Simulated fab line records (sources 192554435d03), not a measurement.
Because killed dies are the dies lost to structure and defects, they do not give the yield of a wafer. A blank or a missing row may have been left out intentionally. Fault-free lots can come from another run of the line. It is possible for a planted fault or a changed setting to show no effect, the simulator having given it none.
Which tool was responsible? || flow n5-finfet || 12 lots, 36 wafers sampled, at 3 steps of a route of 1938

## WHAT THE GAUGES SHOWED, per wafer
N5_BEOL_M3_THK_MEAS_01.
{"lot": "L075", "measured": "day 7 06:12", "on": "film-metro-02", "M3_ILD_THK (nm)": "77.1 78.1 77.9"}
{"lot": "L076", "measured": "day 7 13:01", "on": "film-metro-02", "M3_ILD_THK (nm)": "77.5 78.4 79.6"}
{"lot": "L079", "measured": "day 8 07:16", "on": "film-metro-02", "M3_ILD_THK (nm)": "79.0 80.4 80.0"}
{"lot": "L082", "measured": "day 9 04:46", "on": "film-metro-01", "M3_ILD_THK (nm)": "78.3 78.8 78.4"}
{"lot": "L083", "measured": "day 9 11:20", "on": "film-metro-01", "M3_ILD_THK (nm)": "77.7 79.0 79.1"}
{"lot": "L085", "measured": "day 9 15:34", "on": "film-metro-01", "M3_ILD_THK (nm)": "78.2 79.5 78.8"}
{"lot": "L087", "measured": "day 10 02:39", "on": "film-metro-02", "M3_ILD_THK (nm)": "78.8 77.1 79.4"}
{"lot": "L089", "measured": "day 10 13:46", "on": "film-metro-01", "M3_ILD_THK (nm)": "78.8 78.7 78.6"}
{"lot": "L092", "measured": "day 11 07:42", "on": "film-metro-01", "M3_ILD_THK (nm)": "78.6 78.1 77.9"}
{"lot": "L093", "measured": "day 11 17:59", "on": "film-metro-01", "M3_ILD_THK (nm)": "76.8 77.9 76.6"}
{"lot": "L095", "measured": "day 12 16:46", "on": "film-metro-02", "M3_ILD_THK (nm)": "78.6 78.3 79.8"}
{"lot": "L097", "measured": "day 13 04:13", "on": "film-metro-01", "M3_ILD_THK (nm)": "76.2 76.3 76.3"}

## TOOL THAT RAN EACH LOT (tool first, then ch and the chambers of the sampled wafers, then the start)
{"lot": "L075", "N5_BEOL_M2_ANNEAL_89": "pvd-sputter-02, day 7 04:13", "N5_BEOL_M2_SPUTTER_96": "pvd-sputter-02, day 7 05:01"}
{"lot": "L076", "N5_BEOL_M2_ANNEAL_89": "pvd-sputter-03, day 7 11:02", "N5_BEOL_M2_SPUTTER_96": "pvd-sputter-03, day 7 11:50"}
{"lot": "L079", "N5_BEOL_M2_ANNEAL_89": "pvd-sputter-01, day 8 05:13", "N5_BEOL_M2_SPUTTER_96": "pvd-sputter-01, day 8 06:01"}
{"lot": "L082", "N5_BEOL_M2_ANNEAL_89": "pvd-sputter-01, day 9 02:37", "N5_BEOL_M2_SPUTTER_96": "pvd-sputter-01, day 9 03:25"}
{"lot": "L083", "N5_BEOL_M2_ANNEAL_89": "pvd-sputter-02, day 9 09:07", "N5_BEOL_M2_SPUTTER_96": "pvd-sputter-02, day 9 09:55"}
{"lot": "L085", "N5_BEOL_M2_ANNEAL_89": "pvd-sputter-01, day 9 13:35", "N5_BEOL_M2_SPUTTER_96": "pvd-sputter-01, day 9 14:23"}
{"lot": "L087", "N5_BEOL_M2_ANNEAL_89": "pvd-sputter-03, day 10 00:36", "N5_BEOL_M2_SPUTTER_96": "pvd-sputter-03, day 10 01:24"}
{"lot": "L089", "N5_BEOL_M2_ANNEAL_89": "pvd-sputter-02, day 10 11:44", "N5_BEOL_M2_SPUTTER_96": "pvd-sputter-02, day 10 12:32"}
{"lot": "L092", "N5_BEOL_M2_ANNEAL_89": "pvd-sputter-01, day 11 05:27", "N5_BEOL_M2_SPUTTER_96": "pvd-sputter-01, day 11 06:15"}
{"lot": "L093", "N5_BEOL_M2_ANNEAL_89": "pvd-sputter-02, day 11 15:57", "N5_BEOL_M2_SPUTTER_96": "pvd-sputter-02, day 11 16:45"}
{"lot": "L095", "N5_BEOL_M2_ANNEAL_89": "pvd-sputter-03, day 12 14:44", "N5_BEOL_M2_SPUTTER_96": "pvd-sputter-03, day 12 15:32"}
{"lot": "L097", "N5_BEOL_M2_ANNEAL_89": "pvd-sputter-02, day 13 02:14", "N5_BEOL_M2_SPUTTER_96": "pvd-sputter-02, day 13 03:02"}
- N5_BEOL_M2_ANNEAL_89: time 240 s.
- N5_BEOL_M2_SPUTTER_96: material Cu, target thk 4.5 nm, time 8.29 s.

## THE ANSWER, worked out from the rows above alone
Rule: the lots themselves supply what counts as usual. Put in order of their means at a reading, lots are off if they are a third of the lots or fewer, leave a main group of 4 or more, and stand apart from it by a gap of 3 or more times the standard deviation of the main group's means; of several such gaps the widest counts. The tables above print the reading to a certain number of digits; a main group whose means all agree to those digits is not used. Also off: a lot with no number at a reading for which 4 or more lots have one. Where the step has rows for the other lots, those lots are counted as sound.
No lot is off on any of the readings shown, so nothing can be concluded from this.

## WHAT THE SIMULATOR HAD PUT IN
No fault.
